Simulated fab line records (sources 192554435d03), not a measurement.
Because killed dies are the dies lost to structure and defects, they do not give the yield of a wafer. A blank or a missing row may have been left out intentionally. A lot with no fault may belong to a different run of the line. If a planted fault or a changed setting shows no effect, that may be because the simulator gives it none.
Chamber matching ; flow n5 finfet ; N5_SDB_ETCH_18 on rie diel-05 has 4 sister chambers
The step etches SOC in N2/H2, target depth 100 nm, overetch 20 nm, time 150 s. 24 wafers are shown with their chamber, then 12 later ones without.

EACH WAFER AND ITS CHAMBER
wafer;chamber;drypump motor current A (A);throttle valve pct (%);oes product au (a.u.)
L074.1;3;5.4;18.25;0.67
L074.2;1;6.5;18.10;0.67
L074.5;2;6.3;17.94;0.69
L075.1;2;6.3;17.95;0.69
L075.5;2;6.3;17.93;0.69
L075.6;3;5.4;18.23;0.65
L078.1;2;6.3;17.95;0.68
L078.5;3;5.4;18.26;0.65
L078.6;1;6.5;18.08;0.66
L079.1;3;5.4;18.27;0.65
L079.4;3;5.4;18.26;0.65
L079.5;1;6.5;18.10;0.65
L082.2;3;5.4;18.28;0.64
L082.4;3;5.4;18.28;0.65
L082.5;2;6.3;17.97;0.68
L084.1;1;6.5;18.14;0.65
L084.2;3;5.4;18.28;0.64
L084.4;2;6.2;17.98;0.67
L085.2;1;6.5;18.13;0.65
L085.3;2;6.3;17.98;0.67
L085.5;2;6.3;17.99;0.67
L087.3;3;5.4;18.32;0.64
L087.4;0;6.5;17.30;0.88
L087.6;0;6.5;17.34;0.88

SIGNATURES, as means of the wafers listed above
reading;chamber 0;chamber 1;chamber 2;chamber 3;scatter within a chamber
drypump motor current A;6.500;6.500;6.287;5.400;0.0209
throttle valve pct;17.3200;18.1100;17.9612;18.2700;0.024
oes product au;0.8800;0.6560;0.6800;0.6489;0.00897
Rule: a wafer lies at a distance from a chamber equal to the root of the sum of squares, over the readings, of (its reading less the chamber's mean, divided by the reading's scatter). If the next closest chamber is less than 2 further off than the closest, the wafer can't be placed; otherwise it belongs to the closest. The scatter is the square root of a quotient: the sum, over the shown wafers, of each reading's squared deviation from its chamber's mean, divided by wafers minus chambers.

WAFERS WITH NO CHAMBER GIVEN
wafer;drypump motor current A (A);throttle valve pct (%);oes product au (a.u.)
L088.4;5.4;18.31;0.64
L088.5;6.4;17.32;0.86
L088.6;5.4;18.31;0.64
L090.2;6.3;17.99;0.66
L090.4;6.5;18.15;0.64
L090.6;6.4;17.33;0.84
L093.1;6.5;17.34;0.83
L093.4;6.3;18.01;0.65
L093.5;5.4;18.31;0.63
L097.1;6.5;17.36;0.81
L097.2;6.5;18.17;0.64
L097.6;6.5;18.17;0.63

EACH ONE'S CHAMBER
wafer;from the rows above;in truth
L088.4;3;3
L088.5;0;0
L088.6;3;3
L090.2;2;2
L090.4;1;1
L090.6;0;0
L093.1;0;0
L093.4;2;2
L093.5;3;3
L097.1;0;0
L097.2;1;1
L097.6;1;1
12 of 12 placed correctly. Can't be placed from these rows: 0. Wrongly placed: 0.
